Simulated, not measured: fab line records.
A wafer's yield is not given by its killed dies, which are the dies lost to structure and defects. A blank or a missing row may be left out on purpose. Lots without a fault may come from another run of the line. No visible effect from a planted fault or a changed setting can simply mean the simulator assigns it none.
fab line records -- flow n5Finfet -- part 2 of 2: steps 14 to 23 of 23
[record] lots = 5, wafers = 15, lastDay = 19
route steps=1938 shown BEOL_M2@879
lots that met no fault: from a run of the same line without faults
startH: hours from the record's first day to the start of the lot's first wafer shown -- waitH: hours from the lot's prior step to this one -- " same as the row above -- L1.1+2: a single row standing in for several wafers -- - no value present, or no start provided -- * or withheld: withheld -- < > ~ a bound
route shown NAME@n: NAME is a module with steps in the file, n the number in the route of the first one -- usual: mean/standard deviation of fault-free wafers -- same: alike in all rows -- chamber/n: place in a boat -- sites: per-site readings -- _std_site: how widely they spread, as a standard deviation -- _edge_site: inner sites' mean taken away from outer sites' mean -- radiusMm: for every site, how far away it sits from the centre of the wafer -- mask NAME#n: copy n -- behind: the most recent tool/chamber to have shaped the wafer -- hold: why the lot went on hold/how many hours it stayed there/how the hold came to an end -- device: whichever transistor did not switch (one of n, p or np) -- end of line: tests of these same wafers at the route's end -- a step without rows: its recipe alone -- killed: dies lost to structure and defects at the first sort, not the wafer's yield -- map: the dies of a wafer, with x for killed, . for not killed, _ for no die there
set.NAME: the setting as run; set.NAME@STEP: as run at that earlier step -- model.NAME: the simulator's own value behind a step, which no gauge read
a table for each step, a row for each wafer; lots at some steps of the route
services: a tool's chamber out of use, with start hour (startH, from the record's first day; less than 0 if before it), hours out, and reason
[[steps]]
[step N5_BEOL_M2_STRIP_97]
[recipe] chemistry = N2/H2, timeS = 10, powerW = 450, tempC = 40, pressureMtorr = 20, rfFrequencyHz = 6e+07, biasPowerW = 7, n2FlowSccm = 200, h2FlowSccm = 200
[usual] drypumpMotorCurrentA = 5.60/0.3, h2FlowSccm = 200.0/0.56, oesProductAu = 0.79/0.077, rfVppV = 59.2/0.75, showerheadPlenumPTorr = 2.57/0.075, throttleValvePct = 23.7/0.37
lot.wafer,tool,chamber,startH,waitH,drypumpMotorCurrentA,h2FlowSccm,oesProductAu,rfHoursCounterH,rfVppV,showerheadPlenumPTorr,throttleValvePct
L092.1,rieDiel-03,0,-,-,5.33,199.5,0.91,16,58.2,2.57,23.2
L092.3,rieDiel-03,3,-,-,5.14,200.3,0.72,188,58.6,2.54,23.9
L092.6,rieDiel-03,2,-,-,6.31,199.7,0.70,-,60.4,2.49,23.3
L093.1,rieDiel-01,1,-,-,5.47,199.8,0.73,206,59.1,2.63,23.8
L093.3,rieDiel-01,0,-,-,5.75,200.4,0.82,88,59.3,2.69,23.5
L093.5,rieDiel-01,1,-,-,5.48,200.0,0.73,-,58.7,2.63,23.8
L095.2,rieDiel-01,0,-,-,5.71,200.0,0.81,97,59.7,2.69,23.5
L095.4,rieDiel-01,2,-,-,5.70,200.2,0.94,7,59.7,2.61,23.9
L095.5,rieDiel-01,3,-,-,5.52,200.1,0.83,-,59.1,2.47,23.6
L097.2,rieDiel-06,2,-,-,5.51,199.9,0.79,112,58.3,2.55,23.7
L097.4,rieDiel-06,0,-,-,5.93,199.2,0.80,107,59.4,2.44,23.2
L097.5,rieDiel-06,2,-,-,5.50,200.5,0.80,-,59.6,2.55,23.7
L096.2,rieDiel-01,3,-,-,5.50,199.7,0.83,89,58.5,2.47,23.6
L096.5,rieDiel-01,0,-,-,5.72,199.1,0.80,-,58.8,2.68,23.5
L096.6,rieDiel-01,3,-,-,5.53,200.5,0.82,-,59.3,2.47,23.6
[step N5_BEOL_M2_OCD_MEAS_38]
[usual] trenchDepthNm = 55.2/1.1
lot.wafer,tool,chamber,startH,waitH,trenchDepthNm
L092.1,ocd-02,-,244.30,-,54.8
L092.3,ocd-02,-,244.30,-,53.5
L092.6,ocd-02,-,244.30,-,53.0
L093.1,ocd-01,-,251.59,-,56.7
L093.3,ocd-01,-,251.59,-,56.7
L093.5,ocd-01,-,251.59,-,56.1
L095.2,ocd-02,-,278.36,-,54.8
L095.4,ocd-02,-,278.36,-,55.8
L095.5,ocd-02,-,278.36,-,54.1
L097.2,ocd-02,-,293.48,-,57.4
L097.4,ocd-02,-,293.48,-,55.7
L097.5,ocd-02,-,293.48,-,56.2
L096.2,ocd-01,-,299.49,-,54.1
L096.5,ocd-01,-,299.49,-,55.5
L096.6,ocd-01,-,299.49,-,53.7
[step N5_BEOL_M2_HM_STRIP_39]
[recipe] chemistry = peroxideTinStrip, material = TiN, targetDepthA = 250, tempC = 50, timeS = 158
[usual] bathHeatDutyPct = 7.1/0.91
lot.wafer,tool,chamber,startH,waitH,bathHeatDutyPct
L092.1,wetBench-01,6,244.34,0.0,6.5
L092.3,wetBench-01,5,244.34,0.0,7.9
L092.6,wetBench-01,3,244.34,0.0,6.1
L093.1,wetBench-01,0,251.62,0.0,7.4
L093.3,wetBench-01,3,251.62,0.0,5.7
L093.5,wetBench-01,5,251.62,0.0,8.0
L095.2,wetBench-01,6,278.39,0.0,7.0
L095.4,wetBench-01,3,278.39,0.0,6.6
L095.5,wetBench-01,2,278.39,0.0,6.3
L097.2,wetBench-04,1,293.51,0.0,5.9
L097.4,wetBench-04,6,293.51,0.0,7.6
L097.5,wetBench-04,5,293.51,0.0,6.9
L096.2,wetBench-04,0,299.52,0.0,8.3
L096.5,wetBench-04,1,299.52,0.0,5.4
L096.6,wetBench-04,4,299.52,0.0,7.9
[step N5_BEOL_M2_SRD_40]
[recipe] timeS = 30, tempC = 23, rinseLiquid = diw, dry = ipaMarangoni
[usual] bathHeatDutyPct = 3.7/0.59
lot.wafer,tool,chamber,startH,waitH,bathHeatDutyPct
L092.1,wetBench-01,6,244.38,0.0,2.5
L092.3,wetBench-01,5,244.38,0.0,4.2
L092.6,wetBench-01,3,244.38,0.0,3.7
L093.1,wetBench-01,0,251.67,0.0,3.6
L093.3,wetBench-01,3,251.67,0.0,2.9
L093.5,wetBench-01,5,251.67,0.0,4.8
L095.2,wetBench-01,6,278.44,0.0,3.3
L095.4,wetBench-01,3,278.44,0.0,2.8
L095.5,wetBench-01,2,278.44,0.0,3.6
L097.2,wetBench-04,1,293.56,0.0,3.6
L097.4,wetBench-04,6,293.56,0.0,3.8
L097.5,wetBench-04,5,293.56,0.0,3.5
L096.2,wetBench-04,0,299.57,0.0,5.0
L096.5,wetBench-04,1,299.57,0.0,3.6
L096.6,wetBench-04,4,299.57,0.0,2.9
[step N5_BEOL_M2_PRECLEAN_42]
[recipe] chemistry = residueRemover, timeS = 60, tempC = 40
[usual] bathHeatDutyPct = 4.6/0.66
lot.wafer,tool,chamber,startH,waitH,bathHeatDutyPct
L092.1,wetBench-01,6,244.40,0.0,4.5
L092.3,wetBench-01,5,244.40,0.0,5.9
L092.6,wetBench-01,3,244.40,0.0,4.7
L093.1,wetBench-01,0,251.69,0.0,5.6
L093.3,wetBench-01,3,251.69,0.0,5.0
L093.5,wetBench-01,5,251.69,0.0,5.9
L095.2,wetBench-01,6,278.45,0.0,5.2
L095.4,wetBench-01,3,278.45,0.0,3.9
L095.5,wetBench-01,2,278.45,0.0,5.1
L097.2,wetBench-04,1,293.57,0.0,4.1
L097.4,wetBench-04,6,293.57,0.0,3.4
L097.5,wetBench-04,5,293.57,0.0,4.0
L096.2,wetBench-04,0,299.58,0.0,6.5
L096.5,wetBench-04,1,299.58,0.0,4.3
L096.6,wetBench-04,4,299.58,0.0,4.4
[step N5_BEOL_M2_SRD_43]
[recipe] timeS = 30, tempC = 23, rinseLiquid = diw, dry = ipaMarangoni
[usual] bathHeatDutyPct = 3.6/0.57
lot.wafer,tool,chamber,startH,waitH,bathHeatDutyPct
L092.1,wetBench-01,6,244.42,0.0,3.4
L092.3,wetBench-01,5,244.42,0.0,4.8
L092.6,wetBench-01,3,244.42,0.0,3.2
L093.1,wetBench-01,0,251.71,0.0,3.5
L093.3,wetBench-01,3,251.71,0.0,2.6
L093.5,wetBench-01,5,251.71,0.0,4.5
L095.2,wetBench-01,6,278.47,0.0,3.5
L095.4,wetBench-01,3,278.47,0.0,3.7
L095.5,wetBench-01,2,278.47,0.0,3.6
L097.2,wetBench-04,1,293.59,0.0,3.5
L097.4,wetBench-04,6,293.59,0.0,4.3
L097.5,wetBench-04,5,293.59,0.0,2.8
L096.2,wetBench-04,0,299.60,0.0,3.8
L096.5,wetBench-04,1,299.60,0.0,3.4
L096.6,wetBench-04,4,299.60,0.0,3.1
[step N5_BEOL_M2_CD_MEAS_35]
[recipe] targetCdNm = 18, targetCdYNm = 22.2, polarity = opening
[usual] cdNm = 18.0/0.35
lot.wafer,tool,chamber,startH,waitH,cdNm
L092.1,cdSem-01,-,244.46,0.0,18.1
L092.3,cdSem-01,-,244.46,0.0,17.6
L092.6,cdSem-01,-,244.46,0.0,17.5
L093.1,cdSem-03,-,251.75,0.0,18.4
L093.3,cdSem-03,-,251.75,0.0,18.6
L093.5,cdSem-03,-,251.75,0.0,18.0
L095.2,cdSem-02,-,278.51,0.0,18.1
L095.4,cdSem-02,-,278.51,0.0,17.9
L095.5,cdSem-02,-,278.51,0.0,19.0
L097.2,cdSem-02,-,293.63,0.0,17.7
L097.4,cdSem-02,-,293.63,0.0,18.4
L097.5,cdSem-02,-,293.63,0.0,18.5
L096.2,cdSem-03,-,299.64,0.0,17.8
L096.5,cdSem-03,-,299.64,0.0,17.7
L096.6,cdSem-03,-,299.64,0.0,17.8
[step N5_BEOL_M2_DEGAS_44]
[recipe] ambient = vacuum, tempC = 250, timeS = 60
[usual] heaterPowerW = 323/27
lot.wafer,tool,chamber,startH,waitH,heaterPowerW
L092.1,pvdSputter-03,-,244.86,0.4,320
L092.3,pvdSputter-03,-,244.86,0.4,269
L092.6,pvdSputter-03,-,244.86,0.4,346
L093.1,pvdSputter-01,-,251.88,0.1,303
L093.3,pvdSputter-01,-,251.88,0.1,328
L093.5,pvdSputter-01,-,251.88,0.1,356
L095.2,pvdSputter-03,-,279.18,0.7,320
L095.4,pvdSputter-03,-,279.18,0.7,333
L095.5,pvdSputter-03,-,279.18,0.7,360
L097.2,pvdSputter-01,-,294.01,0.4,304
L097.4,pvdSputter-01,-,294.01,0.4,302
L097.5,pvdSputter-01,-,294.01,0.4,303
L096.2,pvdSputter-02,-,299.88,0.2,303
L096.5,pvdSputter-02,-,299.88,0.2,335
L096.6,pvdSputter-02,-,299.88,0.2,330
[step N5_BEOL_M2_PRE_CLEAN_45]
[recipe] gas = H2/He, timeS = 30, tempC = 250
[usual] heaterPowerW = 323/26
lot.wafer,tool,chamber,startH,waitH,heaterPowerW
L092.1,pvdSputter-03,-,244.90,0.0,320
L092.3,pvdSputter-03,-,244.90,0.0,269
L092.6,pvdSputter-03,-,244.90,0.0,352
L093.1,pvdSputter-01,-,251.92,0.0,299
L093.3,pvdSputter-01,-,251.92,0.0,323
L093.5,pvdSputter-01,-,251.92,0.0,361
L095.2,pvdSputter-03,-,279.22,0.0,312
L095.4,pvdSputter-03,-,279.22,0.0,335
L095.5,pvdSputter-03,-,279.22,0.0,351
L097.2,pvdSputter-01,-,294.05,0.0,290
L097.4,pvdSputter-01,-,294.05,0.0,303
L097.5,pvdSputter-01,-,294.05,0.0,303
L096.2,pvdSputter-02,-,299.92,0.0,304
L096.5,pvdSputter-02,-,299.92,0.0,342
L096.6,pvdSputter-02,-,299.92,0.0,346
[step N5_BEOL_M2_ALD_84]
[recipe] material = TaN, targetThkA = *, tempC = 275, aldPrecursorFamily = PDMAT, aldCoReactant = NH3, pressureTorr = 3, carrierFlowSccm = 1500, pulseTimeS = 2, purgeTimeS = 3, coReactantPurgeTimeS = 2, coReactantPulseTimeS = 3, aldCycles = 30, precursorVesselTempC = 75, precursorVesselPressureTorr = 26.25, precursorVesselCarrierSccm = 1000
[usual] chamberPressureTorr = 2.998/0.0068, heaterPowerW = 413/46
lot.wafer,tool,chamber,startH,waitH,chamberPressureTorr,heaterPowerW
L092.1,aldMetal-01,0,244.96,0.0,2.998,460
L092.3,aldMetal-01,2,244.96,0.0,3.004,393
L092.6,aldMetal-01,0,244.96,0.0,2.992,465
L093.1,aldMetal-02,1,252.04,0.1,3.007,388
L093.3,aldMetal-02,2,252.04,0.1,3.004,412
L093.5,aldMetal-02,2,252.04,0.1,2.997,388
L095.2,aldMetal-04,3,279.28,0.0,2.996,356
L095.4,aldMetal-04,1,279.28,0.0,2.995,440
L095.5,aldMetal-04,1,279.28,0.0,3.002,442
L097.2,aldMetal-02,1,294.11,0.0,2.994,388
L097.4,aldMetal-02,0,294.11,0.0,2.993,483
L097.5,aldMetal-02,1,294.11,0.0,2.988,396
L096.2,aldMetal-02,2,299.99,0.0,3.000,386
L096.5,aldMetal-02,0,299.99,0.0,2.995,481
L096.6,aldMetal-02,1,299.99,0.0,2.997,390
[[services]]
tool,chamber,startH,hours,kind
aldMetal-04,-,215.31,0.4,repair
aldMetal-01,2,219.25,23.0,repair
aldSin-02,3,222.86,5.1,repair
aldSin-03,0,225.83,2.4,repair
aldSin-03,0,229.60,4.2,repair
rieDiel-06,-,232.17,14.6,pm
rieDiel-01,2,232.53,-,clean
rieDiel-01,2,232.53,-,consumableReplace:focusRing
rieDiel-01,2,232.53,27.3,scheduledDown
rieDiel-01,2,232.53,27.3,ventCycle
aldSin-03,0,243.70,4.6,repair
aldSin-03,2,246.32,3.0,repair
rieDiel-03,2,263.59,3.8,repair
rieDiel-06,1,265.85,-,clean
rieDiel-06,1,265.85,-,consumableReplace:focusRing
rieDiel-06,1,265.85,16.0,scheduledDown
rieDiel-06,1,265.85,16.0,ventCycle
